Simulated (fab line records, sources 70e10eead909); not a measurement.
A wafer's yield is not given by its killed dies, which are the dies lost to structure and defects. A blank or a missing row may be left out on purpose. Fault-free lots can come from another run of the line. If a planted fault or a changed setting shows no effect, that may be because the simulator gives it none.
fab line records | flow nand-harc
[record] lots = 5 wafers = 15 last-day = 23
route steps=1159 shown A_M1@1029 A_BONDPAD@1059 THIN_TSV@1101 END@1159
lots that met no fault: taken from a fault-free run of the same line
start-h: hours from the record's first day to the start of the lot's first wafer shown | wait-h: hours from the lot's prior step to this one | " the same as in the row above | L1.1+2: a row that stands for several wafers | - no value, or no start was given | * or withheld: withheld | < > ~ a bound
route shown NAME@n: a module of which the file shows steps, and the number in the route of the first | usual: mean/standard deviation of fault-free wafers | same: alike in all rows | chamber/n: place in a boat | sites: per-site readings | _std_site: how widely they spread, as a standard deviation | _edge_site: inner sites' mean taken away from outer sites' mean | radius-mm: how far each site lies from the wafer's centre | mask NAME#n: copy n | behind: the tool/chamber that last shaped the wafer | hold: cause of the lot's hold/its duration in hours/its outcome | device: transistor that didn't switch, given as n, p or np | end of line: the tests these same wafers got at the end of their route | for a step that has no rows: nothing shown but its recipe | killed: the dies lost at the first sort to structure and to defects; this is not the yield of the wafer | map: per-die view of a wafer (x killed, . not killed, _ where there is no die)
set.NAME: setting as actually run; set.NAME@STEP: the setting as run at that earlier step | model.NAME: the simulator's own value behind a step, which no gauge read
lots at some steps of the route; a table a step, a row a wafer
services: the hour from which a tool's chamber was out of use, counted from the record's first day as start-h (under 0 if before that day), plus the number of hours and why
[[steps]]
[step NHARC_A_M1_COAT_34]
[recipe] temp-c = 200 time-s = 65
[step NHARC_A_M1_COAT_03]
[recipe] spin-rpm = 1500 resist-thk-nm = 90
[step NHARC_A_M1_SOFTBAKE_04]
[recipe] temp-c = 105 time-s = 55
[step NHARC_A_M1_EBR_05]
[step NHARC_A_M1_EXPOSE_06]
[recipe] na = 1.35 target-cd-nm = 120 dose-mj = 75.13 mask-id = A_M1
[step NHARC_A_M1_PEB_07]
[recipe] peb-temp-c = 100 peb-time-s = 65
[step NHARC_A_M1_DEVELOP_08]
[recipe] develop-time-s = 35 dev-temp-c = 23
[step NHARC_A_M1_CD_MEAS_09]
[recipe] target-cd-nm = 120 landing-energy-ev = 500
[usual] cd-nm = 120.0/0.47
// columns lot.wafer tool chamber start-h wait-h cd-nm
L216.1 cd-sem-01 0 395.81 - 120.5
L216.2 " 0 " " 120.2
L216.3 " 0 " " 120.3
L218.2 cd-sem-03 0 407.58 - 120.4
L218.5 " 0 " " 121.2
L218.6 " 0 " " 120.3
L222.1 cd-sem-02 0 446.95 - 120.3
L222.2 " 0 " " 120.4
L222.4 " 0 " " 120.3
L225.3 cd-sem-02 0 454.38 - 120.5
L225.4 " 0 " " 120.8
L225.6 " 0 " " 120.7
L231.3 cd-sem-01 0 506.84 - 120.9
L231.5 " 0 " " 120.3
L231.6 " 0 " " 120.8
[step NHARC_A_M1_OVL_MEAS_10]
[recipe] pitch-nm = 240
[usual] overlay-x-nm = 0.2/0.92 overlay-y-nm = -0.1/0.89
// columns lot.wafer tool chamber start-h wait-h overlay-x-nm overlay-y-nm
L216.1 overlay-02 - 395.90 - 0.7 -1.1
L216.2 " - " " 0.5 -0.8
L216.3 " - " " 0.4 -1.5
L218.2 overlay-02 - 407.68 - 1.7 1.0
L218.5 " - " " 1.2 0.0
L218.6 " - " " 1.1 0.8
L222.1 overlay-02 - 447.04 - -0.6 1.2
L222.2 " - " " -1.2 1.0
L222.4 " - " " -1.0 1.1
L225.3 overlay-01 - 454.48 - 0.6 0.0
L225.4 " - " " 0.2 -0.5
L225.6 " - " " -0.1 -0.6
L231.3 overlay-02 - 506.93 - 0.4 -2.2
L231.5 " - " " 0.6 -1.2
L231.6 " - " " 0.4 -1.8
[step NHARC_A_M1_INSPECT_11]
[usual] raw-defect-count = 34/16
// columns lot.wafer tool chamber start-h wait-h raw-defect-count
L216.1 defect-inspect-02 - 395.94 0.0 29
L216.2 " - " " 22
L216.3 " - " " 35
L218.2 defect-inspect-01 - 407.72 0.0 23
L218.5 " - " " 17
L218.6 " - " " 14
L222.1 defect-inspect-02 - 447.07 0.0 56
L222.2 " - " " 40
L222.4 " - " " 34
L225.3 defect-inspect-02 - 454.54 0.1 19
L225.4 " - " " 26
L225.6 " - " " 32
L231.3 defect-inspect-02 - 506.96 0.0 26
L231.5 " - " " 32
L231.6 " - " " 34
[step NHARC_A_M1_DESCUM_14]
[recipe] time-s = 3 o2-flow-sccm = 200 ar-flow-sccm = 0 bias-power-w = 0 chemistry = O2
[step NHARC_A_M1_ETCH_35]
[recipe] target-depth-a = 400 overetch-a = 120 time-s = 43.94 ion-energy-ev = 200 n2-flow-sccm = 150 h2-flow-sccm = 150 ar-flow-sccm = 0 rf-w = 400 bias-w = 150 chemistry = N2/H2
[step NHARC_A_M1_ETCH_15]
[recipe] target-depth-a = 1825 time-s = 91.2 c4f8-flow-sccm = withheld ar-flow-sccm = 400 rf-w = 600 bias-w = 300 chemistry = C4F8/Ar
[usual] oes-product-au = 0.953/0.023 rf-vpp-V = 440.3/2.6
// columns lot.wafer tool chamber start-h wait-h oes-product-au rf-hours-counter-h rf-vpp-V
L216.1 rie-diel-08 1 396.17 - 0.925 2 437.4
L216.2 " 2 " " 0.929 2 444.9
L216.3 " 0 " " 0.935 3 441.1
L218.2 rie-diel-05 1 407.97 - 0.985 5 445.5
L218.6 " 3 " " 0.963 - 437.5
L218.5 " 0 " " 0.973 - 440.7
L222.4 rie-diel-07 2 447.31 - 0.974 3 440.5
L222.1 " 0 " " 0.955 3 440.7
L222.2 " 1 " " 0.965 3 439.6
L225.4 rie-diel-05 2 454.77 - 0.924 10 437.9
L225.3 " 0 " " 0.925 8 439.3
L225.6 " 2 " " 0.925 - 437.3
L231.3 rie-diel-08 0 507.20 - 0.991 0 440.8
L231.6 " 0 " " 0.983 - 441.9
L231.5 " 1 " " 0.964 - 439.4
[step NHARC_A_M1_CD_MEAS_16]
[usual] cd-nm = 120.0/0.58
// columns lot.wafer tool chamber start-h wait-h cd-nm
L216.1 cd-sem-01 - 396.30 - 119.9
L216.2 " - " " 119.8
L216.3 " - " " 120.0
L218.2 cd-sem-01 - 408.09 - 120.4
L218.5 " - " " 121.1
L218.6 " - " " 120.5
L222.1 cd-sem-01 - 447.44 - 120.0
L222.2 " - " " 120.3
L222.4 " - " " 120.8
L225.3 cd-sem-01 - 454.91 - 120.6
L225.4 " - " " 121.0
L225.6 " - " " 121.2
L231.3 cd-sem-01 - 507.34 - 120.9
L231.5 " - " " 120.0
L231.6 " - " " 120.6
[step NHARC_A_M1_STRIP_18]
[recipe] power-w = 1000 n2-flow-sccm = 150 h2-flow-sccm = 150 ar-flow-sccm = 0 bias-w = 0 chemistry = N2/H2
[usual] drypump-motor-current-A = 5.8/0.44 n2-flow-sccm = 150.0/0.42 oes-product-au = 1.002/0.0069 rf-vpp-V = 90.6/0.98 showerhead-plenum-p-Torr = 2.01/0.093 throttle-valve-pct = 14.172/0.0086
// columns lot.wafer tool chamber start-h wait-h drypump-motor-current-A n2-flow-sccm oes-product-au rf-hours-counter-h rf-vpp-V showerhead-plenum-p-Torr throttle-valve-pct
L216.1 rie-diel-05 1 396.38 0.1 6.3 150.2 1.011 5 91.8 2.15 14.178
L216.2 " 2 " " 5.5 149.4 1.009 5 88.7 1.95 14.172
L216.3 " 1 " " 6.3 149.6 1.015 - 91.1 2.15 14.179
L218.2 rie-diel-05 1 408.22 0.1 6.3 150.0 1.004 5 90.8 2.15 14.162
L218.5 " 3 " " 5.0 149.9 1.005 - 90.1 1.92 14.176
L218.6 " 0 " " 6.0 151.0 1.007 - 89.7 1.98 14.184
L222.2 rie-diel-07 3 447.51 0.1 5.7 149.4 1.001 2 89.5 1.92 14.176
L222.1 " 0 " " 6.0 149.9 0.994 3 91.4 2.02 14.171
L222.4 " 1 " " 5.6 150.6 1.005 3 90.2 2.00 14.168
L225.3 rie-diel-08 2 455.02 0.1 5.1 149.7 1.004 4 91.9 2.19 14.177
L225.4 " 2 " " 5.1 150.2 1.000 - 91.4 2.19 14.175
L225.6 " 3 " " 6.2 149.1 1.001 - 90.1 1.91 14.165
L231.3 rie-diel-05 0 507.42 0.1 6.0 149.5 1.003 12 92.0 1.98 14.171
L231.6 " 0 " " 6.0 150.1 1.003 - 92.3 1.98 14.176
L231.5 " 1 " " 6.3 150.9 1.003 - 92.1 2.15 14.166
[step NHARC_A_M1_ETCH_28]
[recipe] target-depth-a = 300 over-etch-frac = 0.3 time-s = 72.99 ion-energy-ev = 150 cf4-flow-sccm = 50 n2-flow-sccm = 100 ar-flow-sccm = 150 rf-w = 300 bias-w = 100 chemistry = CF4/N2
[usual] drypump-motor-current-A = 5.8/0.43 n2-flow-sccm = 100.0/0.33 oes-product-au = 1.003/0.0062 rf-vpp-V = 313.7/2 showerhead-plenum-p-Torr = 2.60/0.11 throttle-valve-pct = 19.795/0.0079
// columns lot.wafer tool chamber start-h wait-h drypump-motor-current-A n2-flow-sccm oes-product-au rf-hours-counter-h rf-vpp-V showerhead-plenum-p-Torr throttle-valve-pct
L216.3 rie-diel-05 2 396.77 0.2 5.5 100.2 1.014 5 314.0 2.52 19.793
L216.2 " 3 " " 5.0 99.4 0.996 3 312.9 2.48 19.782
L216.1 " 1 " " 6.3 99.9 1.010 5 316.0 2.76 19.797
L218.2 rie-diel-05 2 - - 5.5 99.6 1.008 5 312.6 2.52 19.807
L218.6 " 3 " " 5.0 100.5 1.000 - 310.9 2.48 19.795
L218.5 " 0 " " 6.0 99.7 1.011 - 313.1 2.55 19.786
L222.2 rie-diel-07 3 - - 5.7 99.8 1.010 2 311.3 2.48 19.782
L222.4 " 0 " " 6.0 99.9 0.998 3 312.9 2.61 19.785
L222.1 " 1 " " 5.7 100.2 1.003 3 311.8 2.58 19.789
L225.4 rie-diel-08 1 - - 6.2 100.2 1.008 - 313.1 2.55 19.791
L225.3 " 2 " " 5.1 100.4 0.998 - 318.2 2.81 19.797
L225.6 " 1 " " 6.2 99.9 1.006 - 313.4 2.55 19.791
L231.3 rie-diel-05 0 - - 6.0 100.0 0.992 12 312.8 2.55 19.805
L231.6 " 1 " " 6.2 99.9 1.009 - 317.5 2.76 19.794
L231.5 " 3 " " 5.0 99.8 1.010 - 309.9 2.48 19.791
[step NHARC_A_M1_STRIP_19]
[recipe] time-s = 600 temp-c = 30 chemistry = post-etch-residue-remover
[step NHARC_A_M1_DEGAS_29]
[recipe] temp-c = 250 time-s = 60
[usual] heater-power-w = 334/22 susceptor-temp-C = 250.00/0.17
// columns lot.wafer tool chamber start-h wait-h heater-power-w susceptor-temp-C
L216.3 pvd-sputter-01 - 397.24 - 323 250.27
L216.2 " - " " 321 249.90
L216.1 " - " " 362 250.04
L218.2 pvd-sputter-03 - 408.87 - 324 249.94
L218.6 " - " " 337 249.65
L218.5 " - " " 310 249.80
L222.2 pvd-sputter-03 - 448.15 - 329 250.05
L222.4 " - " " 340 250.05
L222.1 " - " " 344 249.96
L225.3 pvd-sputter-02 - 455.72 - 349 249.94
L225.4 " - " " 297 250.10
L225.6 " - " " 318 249.91
L231.3 pvd-sputter-02 - 508.14 - 301 249.92
L231.6 " - " " 374 249.85
L231.5 " - " " 311 250.12
[step NHARC_A_M1_PRE_CLEAN_30]
[recipe] time-s = 30 temp-c = 280 gas = H2/He
[step NHARC_A_M1_PVD_20]
[recipe] target-thk-a = 50 bias-v = 168.6 power-w = 15000 chamber-pressure-pa = 0.12 time-s = 8.06 substrate-temp-c = 50 material = TaN
[step NHARC_A_M1_PVD_21]
[recipe] target-thk-a = 300 chamber-pressure-pa = 5 power-w = 5000 substrate-temp-c = 30 time-s = 20.49 material = Cu
[step NHARC_A_M1_ECD_22]
[recipe] target-thk-a = 4000 bath-temp-c = 25 material = Cu
[step NHARC_A_M1_ANNEAL_31]
[recipe] temp-c = 225 time-s = 90
[step NHARC_A_M1_CMP_23]
[recipe] t-overpolish-s = 20 target-thk-nm = 154.34
[usual] motor-current-A = 12.2/0.97 slurry-filter-dp-kPa = 13.51/0.13 slurry-flow-ml-min = 149.9/0.48 time-to-endpoint-s = 27.8/2
// columns lot.wafer tool chamber start-h wait-h motor-current-A slurry-filter-dp-kPa slurry-flow-ml-min time-to-endpoint-s
L216.3 cmp-04 3 398.36 - 11.1 13.60 149.5 31.6
L216.2 " 0 " " 13.4 13.52 149.9 29.7
L216.1 " 1 " " 11.6 13.45 150.0 28.8
L218.2 cmp-02 0 410.03 - 11.9 13.69 150.1 29.1
L218.5 " 2 " " 13.6 13.68 149.7 25.8
L218.6 " 3 " " 12.2 13.40 150.2 29.2
L222.4 cmp-02 0 449.25 - 11.6 13.58 150.1 27.6
L222.1 " 1 " " 12.7 13.53 149.9 26.7
L222.2 " 2 " " 12.9 13.57 149.6 24.2
L225.3 cmp-02 0 456.82 - 11.4 13.48 149.7 28.2
L225.4 " 1 " " 12.9 13.38 149.4 26.5
L225.6 " 3 " " 12.2 13.40 149.3 30.4
L231.3 cmp-04 2 509.29 - 11.0 13.69 150.7 27.5
L231.5 " 3 " " 10.9 13.46 149.8 29.7
L231.6 " 0 " " 12.9 13.59 150.2 28.2
[step NHARC_A_M1_THK_MEAS_24]
[recipe] thk-meas-gauge = xrf
[usual] thk-nm = 154.1/1.3
// columns lot.wafer tool chamber start-h wait-h thk-nm
L216.1 film-metro-02 - 398.65 - 155.3
L216.2 " - " " 154.2
L216.3 " - " " 155.4
L218.2 film-metro-01 - 410.29 - 153.9
L218.5 " - " " 153.6
L218.6 " - " " 154.2
L222.1 film-metro-01 - 449.57 - 152.7
L222.2 " - " " 152.5
L222.4 " - " " 155.3
L225.3 film-metro-01 - 457.12 - 153.0
L225.4 " - " " 154.3
L225.6 " - " " 152.9
L231.3 film-metro-01 - 509.52 - 155.3
L231.5 " - " " 154.8
L231.6 " - " " 154.0
[step NHARC_A_M1_SRD_25]
[step NHARC_A_M1_PRE_CLEAN_32]
[recipe] time-s = 12 temp-c = 370 rf-power-w = 300 gas = NH3
[usual] heater-power-w = 645/62 susceptor-temp-C = 369.96/0.2
// columns lot.wafer tool chamber start-h wait-h heater-power-w susceptor-temp-C
L216.3 pecvd-01 2 398.91 0.1 684 369.71
L216.1 " 0 " " 692 369.81
L216.2 " 1 " " 535 369.93
L218.2 pecvd-02 0 410.58 0.1 766 369.75
L218.6 " 1 " " 589 369.99
L218.5 " 0 " " 765 370.10
L222.1 pecvd-02 2 449.79 0.1 601 370.12
L222.2 " 0 " " 743 370.31
L222.4 " 2 " " 616 370.01
L225.3 pecvd-01 1 457.38 0.1 568 369.97
L225.4 " 2 " " 691 370.02
L225.6 " 1 " " 551 370.07
L231.3 pecvd-01 0 509.74 0.1 642 370.15
L231.5 " 1 " " 624 369.63
L231.6 " 2 " " 651 370.01
[step NHARC_A_M1_DEP_33]
[recipe] target-thk-a = 300 temp-c = 370 target-thk-nm = 30 pressure-torr = 3 flow-sccm = 200 rf-w = 450 material = SiCN
[step NHARC_A_BONDPAD_DEP_00]
[recipe] target-thk-a = 2500 temp-c = 370 target-thk-nm = 250 pressure-torr = 3 flow-sccm = 200 rf-w = 450 material = SiCN
[step NHARC_A_BONDPAD_CMP_29]
[recipe] target-thk-nm = 200 material = SiCN
[step NHARC_A_BONDPAD_THK_MEAS_30]
[recipe] thk-meas-gauge = ellipsometry
[usual] thk-nm = 200.2/1.3
// columns lot.wafer tool chamber start-h wait-h thk-nm
L216.1 film-metro-01 - 400.21 0.2 200.7
L216.2 " - " " 199.4
L216.3 " - " " 199.6
L218.2 film-metro-01 - 411.83 0.2 200.3
L218.5 " - " " 202.4
L218.6 " - " " 199.6
L222.1 film-metro-02 - 451.10 0.1 201.9
L222.2 " - " " 200.6
L222.4 " - " " 201.5
L225.3 film-metro-02 - 458.94 0.2 203.4
L225.4 " - " " 201.4
L225.6 " - " " 200.0
L231.3 film-metro-01 - 511.05 0.2 202.4
L231.5 " - " " 199.3
L231.6 " - " " 199.9
[step NHARC_A_BONDPAD_SRD_31]
[step NHARC_A_BONDPAD_DEHYDRATE_01]
[recipe] temp-c = 150 time-s = 120
[step NHARC_A_BONDPAD_HMDS_02]
[recipe] time-s = 30
[step NHARC_A_BONDPAD_COAT_33]
[recipe] temp-c = 200 time-s = 65
[step NHARC_A_BONDPAD_COAT_03]
[recipe] spin-rpm = 2000 resist-thk-nm = 600
[step NHARC_A_BONDPAD_SOFTBAKE_04]
[recipe] temp-c = 125 time-s = 70
[step NHARC_A_BONDPAD_EBR_05]
[step NHARC_A_BONDPAD_EXPOSE_06]
[recipe] na = 0.55 dose-mj = 36.99 mask-id = A_BPAD
[step NHARC_A_BONDPAD_PEB_07]
[recipe] peb-temp-c = 128 peb-time-s = 80
[step NHARC_THIN_TSV_GRIND_00]
[recipe] target-thk-um = 6
[usual] motor-current-A = 11.998/0.021 slurry-flow-ml-min = 150.1/0.42
// columns lot.wafer tool chamber start-h wait-h hold motor-current-A slurry-flow-ml-min
L216.1 grinder-01 0 416.48 1.3 - 11.996 150.5
L216.2 " 0 " " - 12.002 150.7
L216.3 " 0 " " - 11.956 150.4
L218.2 grinder-01 0 423.77 1.5 - 11.995 150.2
L218.5 " 0 " " - 11.980 149.4
L218.6 " 0 " " - 11.979 149.6
L222.1 grinder-01 0 465.56 1.3 - 12.025 150.2
L222.2 " 0 " " - 12.006 150.1
L222.4 " 0 " " - 11.972 149.6
L225.3 grinder-01 0 474.20 1.9 await-dispo/1.4h/release 12.002 149.6
L225.4 " 0 " " await-dispo/1.4h/release 12.010 150.1
L225.6 " 0 " " await-dispo/1.4h/release 11.972 149.8
L231.3 grinder-01 0 524.80 0.6 - 11.982 150.3
L231.5 " 0 " " - 12.024 150.3
L231.6 " 0 " " - 11.955 150.3
[step NHARC_END_SORT_01]
[recipe] temp-c = 25
[usual] defect-limited-yield = 95.5/1.6 killed-at-array = 27/11 killed-at-other = 0.8/1.1 killed-at-periphery = 2.8/1.9 killed-dies = 30/11 killed-open = 3.3/1.8 killed-short = 2.3/1.5 sort_bin_2_pct = 1.4/0.68 sort_bin_3_pct = 0.27/0.22 sort_bin_4_pct = 2.8/0.99 sort-n-pass = 647/11 sort-rim-yield-pct = 94.3/2.9 sort-yield-pct = 95.5/1.6
[same] gross-dies = 677 sort_bin_5_pct[%] = 0 sort_bin_6_pct[%] = 0 sort_bin_7_pct[%] = 0 sort_bin_8_pct[%] = 0 sort-rim-n-gross = 106.00
// columns lot.wafer tool chamber start-h wait-h hold defect-limited-yield[%] killed-at-array killed-at-other killed-at-periphery killed-dies killed-open killed-short sort_bin_2_pct[%] sort_bin_3_pct[%] sort_bin_4_pct[%] sort-n-pass sort-rim-yield-pct[%] sort-yield-pct[%]
L216.1 prober-01 0 445.05 2.5 - 95.6 23 0 7 30 5 4 0.7 0.44 3.2 647 92.5 95.6
L216.2 prober-01 0 445.86 2.8 - 95.4 27 0 4 31 8 3 1.6 0 3.0 646 94.3 95.4
L216.3 prober-01 0 446.66 3.1 - 95.6 30 0 0 30 5 3 1.0 0.30 3.1 647 94.3 95.6
L218.2 prober-01 0 453.68 2.8 - 95.6 25 0 5 30 3 3 1.6 0.59 2.2 647 96.2 95.6
L218.5 prober-01 0 456.11 3.7 - 96.3 22 1 2 25 7 3 1.3 0.44 1.9 652 92.5 96.3
L218.6 prober-01 0 456.91 4.0 - 96.5 16 1 7 24 4 3 1.5 0 2.1 653 97.2 96.5
L222.1 prober-02 0 481.78 2.5 - 93.9 38 2 1 41 2 0 1.9 0.74 3.4 636 91.5 93.9
L222.2 prober-02 0 482.57 2.8 - 95.3 30 2 0 32 0 0 1.5 0.15 3.1 645 95.3 95.3
L222.4 prober-02 0 484.15 3.4 - 95.6 29 1 0 30 2 3 1.5 0 3.0 647 95.3 95.6
L225.3 prober-01 0 491.31 3.1 await-dispo/3.4h/release 89.4 66 2 4 72 2 0 3.7 2.95 4.0 605 84.9 89.4
L225.4 prober-01 0 492.11 3.4 await-dispo/3.4h/release 96.6 17 3 3 23 2 3 1.5 0 1.9 654 88.7 96.6
L225.6 prober-01 0 493.69 4.0 await-dispo/3.4h/release 94.1 29 4 7 40 3 1 1.6 0.15 4.1 637 96.2 94.1
L231.3 prober-01 0 546.08 3.1 - 95.0 32 1 1 34 6 1 2.1 0.30 2.7 643 98.1 95.0
L231.5 prober-01 0 547.66 3.7 - 96.3 22 0 3 25 2 2 1.5 0.30 1.9 652 93.4 96.3
L231.6 prober-01 0 548.45 3.9 - 94.8 31 0 4 35 7 2 1.2 0.44 3.5 642 94.3 94.8
// killed by level:class
L216.1 A_CHANNEL_HOLE_D1:chamber-film-flake=11 A_CONTACT:chamber-film-flake=3 P_CONTACT:chamber-film-flake=2 A_SLIT:chamber-film-flake=2 P_GATE:geometric-particle:short=1 P_GATE:geometric-particle:open=1 P_M0:geometric-particle:short=1 P_M0:geometric-particle:open=1
L216.2 A_CHANNEL_HOLE_D1:chamber-film-flake=8 A_SLIT:chamber-film-flake=8 A_CHANNEL_FILL_D1:geometric-particle:open=2 A_BLC:geometric-particle:open=2 P_CONTACT:geometric-particle:short=1 P_M0:geometric-particle:open=1 P_M1:geometric-particle:open=1 A_ONON_D1:geometric-particle:open=1
L216.3 A_CHANNEL_HOLE_D1:chamber-film-flake=16 A_SLIT:chamber-film-flake=3 A_CHANNEL_FILL_D1:geometric-particle:open=2 A_CONTACT:chamber-film-flake=2 A_ONON_D1:geometric-particle:open=1 A_CHANNEL_HOLE_D1:geometric-particle:short=1 A_CHANNEL_FILL_D1:geometric-particle:short=1 A_BLC:geometric-particle:open=1
L218.2 A_SLIT:chamber-film-flake=9 P_GATE:chamber-film-flake=3 A_WL_FILL:chamber-film-flake=3 A_BLC:chamber-film-flake=3 A_CHANNEL_FILL_D1:geometric-particle:short=2 A_BLC:geometric-particle:open=2 A_CHANNEL_HOLE_D1:chamber-film-flake=2 A_CONTACT:chamber-film-flake=2
L218.5 A_SLIT:chamber-film-flake=5 A_CONTACT:geometric-particle:open=3 A_CHANNEL_HOLE_D1:chamber-film-flake=2 A_STAIRCASE:chamber-film-flake=2 A_BLC:chamber-film-flake=2 A_ONON_D1:geometric-particle:short=1 A_ONON_D1:geometric-particle:open=1 A_CHANNEL_FILL_D1:geometric-particle:short=1
L218.6 A_SLIT:chamber-film-flake=5 P_STI:chamber-film-flake=4 A_WL_FILL:chamber-film-flake=4 P_STI:geometric-particle:short=1 P_GATE:geometric-particle:open=1 A_ONON_D1:geometric-particle:open=1 A_CHANNEL_HOLE_D1:geometric-particle:short=1 A_CHANNEL_FILL_D1:geometric-particle:short=1
L222.1 A_CHANNEL_HOLE_D1:chamber-film-flake=19 A_SLIT:chamber-film-flake=6 A_CONTACT:chamber-film-flake=6 A_STAIRCASE:chamber-film-flake=2 A_WL_FILL:chamber-film-flake=2 THIN_TSV:chamber-film-flake=2 A_CHANNEL_FILL_D1:geometric-particle:open=1 A_M0:geometric-particle:open=1
L222.2 A_SLIT:chamber-film-flake=16 A_CHANNEL_HOLE_D1:chamber-film-flake=9 A_ZERO_WELL:chamber-film-flake=2 A_WL_FILL:chamber-film-flake=2 THIN_TSV:chamber-film-flake=2 A_CONTACT:chamber-film-flake=1
L222.4 A_SLIT:chamber-film-flake=12 A_CHANNEL_HOLE_D1:chamber-film-flake=7 A_CONTACT:chamber-film-flake=3 A_WL_FILL:geometric-particle:short=2 A_WL_FILL:geometric-particle:open=2 A_CHANNEL_FILL_D1:geometric-particle:short=1 A_ZERO_WELL:chamber-film-flake=1 A_STAIRCASE:chamber-film-flake=1
L225.3 A_M1:unspecified=50 A_SLIT:chamber-film-flake=9 P_GATE:chamber-film-flake=2 A_ZERO_WELL:chamber-film-flake=2 A_STAIRCASE:chamber-film-flake=2 P_GATE:geometric-particle:open=1 A_CONTACT:geometric-particle:open=1 P_M1:chamber-film-flake=1
L225.4 A_SLIT:chamber-film-flake=7 A_CHANNEL_HOLE_D1:chamber-film-flake=3 A_M0:geometric-particle:open=2 A_CONTACT:chamber-film-flake=2 HYBRID_BOND:chamber-film-flake=2 P_M0:geometric-particle:short=1 A_CHANNEL_FILL_D1:geometric-particle:short=1 A_CONTACT:geometric-particle:short=1
L225.6 A_SLIT:chamber-film-flake=19 P_M1:chamber-film-flake=4 A_CONTACT:chamber-film-flake=3 HYBRID_BOND:chamber-film-flake=3 P_GATE:chamber-film-flake=2 A_STAIRCASE:chamber-film-flake=2 P_GATE:geometric-particle:open=1 A_CHANNEL_FILL_D1:geometric-particle:open=1
L231.3 A_SLIT:chamber-film-flake=7 A_STAIRCASE:chamber-film-flake=7 A_CONTACT:chamber-film-flake=6 A_CHANNEL_HOLE_D1:chamber-film-flake=5 A_WL_FILL:geometric-particle:open=3 A_CONTACT:geometric-particle:open=2 A_CHANNEL_HOLE_D1:geometric-particle:open=1 A_WL_FILL:geometric-particle:short=1
L231.5 A_CONTACT:chamber-film-flake=6 A_STAIRCASE:chamber-film-flake=5 A_SLIT:chamber-film-flake=4 A_CHANNEL_HOLE_D1:chamber-film-flake=2 A_CHANNEL_FILL_D1:chamber-film-flake=2 P_GATE:geometric-particle:open=1 A_SOURCE_PLATE:geometric-particle:open=1 A_CHANNEL_FILL_D1:geometric-particle:short=1
L231.6 A_SLIT:chamber-film-flake=16 A_CHANNEL_HOLE_D1:chamber-film-flake=5 A_STAIRCASE:chamber-film-flake=3 A_CONTACT:chamber-film-flake=2 P_CONTACT:geometric-particle:open=1 P_M1:geometric-particle:open=1 P_M1:geometric-particle:short=1 P_M2:geometric-particle:open=1
// map L225.3 (x killed, . not)
____________.____________
_________......._________
_______..........._______
______x............______
_____..............._____
____.................____
____....x.x..........____
___.....x.............___
___....x...x..........___
__...xx..x...........x.__
__........x.x........xx__
_.......x..........x.xxx_
_.......xx.x.......xxxxx_
_..................x.xxx_
_..................xxxxx_
_...................xxxx_
.....x..............xxxxx
....................xxxxx
....................xxxxx
.....................xxxx
......x...............xxx
_.....................xx_
_......................x_
_......................._
_......................._
_......................._
__.....................__
__........x............__
___...................___
___...................___
____...x..........x..____
____.................____
_____..............._____
______..x..........______
_______..........._______
_________.x....._________
____________.____________
// map L218.2 (x killed, . not)
____________.____________
_________......._________
_______..........._______
______............x______
_____.....x........._____
____....x............____
____.................____
___......xx...........___
___....x..............___
__......x..x...........__
__..x...x............x.__
_.x....x.x.............._
_.......xx............x._
_......................._
_......................x_
_......................._
..................x......
.............x..x......x.
.........................
.........................
.........................
_......................._
_..................x...._
_..x...x................_
_......................._
_......................._
__.....................__
__.............x.......__
___...........x.......___
___...................___
____.................____
____..........x......____
_____...x..........._____
______...........x.______
_______..........._______
_________......._________
____________.____________
[[services]]
// columns tool chamber start-h hours kind
cmp-04 - 378.84 1.7 repair
cmp-02 - 380.14 0.9 repair
rie-diel-08 1 380.56 2.8 repair
rie-diel-07 - 382.85 1.6 repair
rie-diel-05 3 389.62 7.1 repair
pecvd-01 - 389.82 0.6 repair
pvd-sputter-02 - 392.03 10.0 pm
rie-diel-05 0 395.22 9.2 repair
rie-diel-05 3 403.33 3.4 repair
rie-diel-07 - 404.39 0.3 repair
pecvd-01 - 418.60 13.0 pm
grinder-01 - 418.99 1.1 repair
cmp-02 - 422.62 4.0 pm
rie-diel-08 0 450.57 13.5 repair
pecvd-01 0 451.17 21.6 repair
cmp-02 - 461.36 1.0 repair
rie-diel-08 - 478.80 9.0 pm
rie-diel-07 3 479.40 4.8 repair
pecvd-01 - 479.79 0.8 repair
rie-diel-05 2 506.36 4.1 repair
grinder-01 - 514.38 1.3 repair
rie-diel-05 - 517.60 9.0 pm
rie-diel-08 3 518.55 6.3 repair
cmp-02 - 520.62 4.0 pm
[[key]]
[first-sign] step = NHARC_END_SORT_01 reading = killed-dies direction = up sigmas = 3.8 usual = 30 struck = 72
[effect] step = NHARC_END_SORT_01 reading = defect-limited-yield direction = down sigmas = 3.8 usual = 95.5 struck = 89.4
[more-kills-born-at] NHARC_A_M1_ETCH_15@rie-diel-05 = 50
met-at NHARC_A_M1_ETCH_15
struck-wafers L225.3
onset-between 407.97 454.77
[fault] kind = chamber-particle-source tool = rie-diel-05 chamber = 0 onset-h = 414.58 steps = NHARC_A_M1_ETCH_15 rate-per-visit-cm2 = 0.69882 end-h = 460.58
